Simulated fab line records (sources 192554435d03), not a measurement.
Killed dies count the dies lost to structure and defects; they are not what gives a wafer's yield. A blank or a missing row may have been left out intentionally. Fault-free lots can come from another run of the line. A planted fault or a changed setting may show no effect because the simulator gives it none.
Which tool was responsible?	flow n5 finfet	10 lots with 30 wafers sampled at 2 steps, on a route of 1938 steps

## WHAT THE GAUGES SHOWED, per wafer
N5_STI_FIN_REVEAL_CD_MEAS_22: target cd 6.238 nm, pitch 28 nm.
lot	measured	on	cd nm (nm)
L075	day 2 18:59	cd sem-01	6.23 5.86 6.45
L078	day 3 12:38	cd sem-03	6.05 6.11 6.61
L080	day 4 01:01	cd sem-03	6.47 6.28 6.74
L082	day 4 12:55	cd sem-02	6.09 6.52 6.03
L084	day 5 02:50	cd sem-03	6.16 5.80 6.25
L086	day 5 14:07	cd sem-02	5.86 6.16 6.02
L088	day 6 01:52	cd sem-03	6.28 6.22 6.75
L093	day 7 09:41	cd sem-01	6.99 6.28 6.23
L095	day 7 19:45	cd sem-02	5.95 6.10 5.96
L097	day 8 08:47	cd sem-01	6.14 6.11 5.48

## EACH LOT AND THE TOOL THAT RAN IT (in order: tool; ch and the chambers of the sampled wafers; start)
lot	N5_FIN_CUT_STRIP_24
L075	rie diel-06 ch 0,3, day 2 09:34
L078	rie diel-06 ch 0,1, day 3 03:25
L080	rie diel-06 ch 0,1,3, day 3 15:34
L082	rie diel-05 ch 0,2,3, day 4 03:44
L084	rie diel-05 ch 0,1,3, day 4 16:50
L086	rie diel-05 ch 1,2,3, day 5 04:47
L088	rie diel-01 ch 0,1,3, day 5 16:05
L093	rie diel-06 ch 0,1, day 6 23:23
L095	rie diel-06 ch 1,2,3, day 7 09:37
L097	rie diel-05 ch 0,1,2, day 7 22:55
- N5_FIN_CUT_STRIP_24: strips in CF4.

## THE ANSWER, worked out from the rows above alone
Rule: usual is defined by the lots themselves. The widest of any qualifying gaps counts: lots, ordered by their means at a reading, are off when they make up no more than a third of the lots, leave a main group of 4 or more, and stand apart from it by 3 or more times the standard deviation of that group's means. If all means in a main group match to the digits the tables above print for the reading, that group is not used. Also off: a lot with no number at a reading for which 4 or more lots have one. Where the step has rows for the other lots, those lots are counted as sound.
None of the lots is off at any reading shown; this tells nothing.

## WHAT HAD BEEN PUT IN BY THE SIMULATOR
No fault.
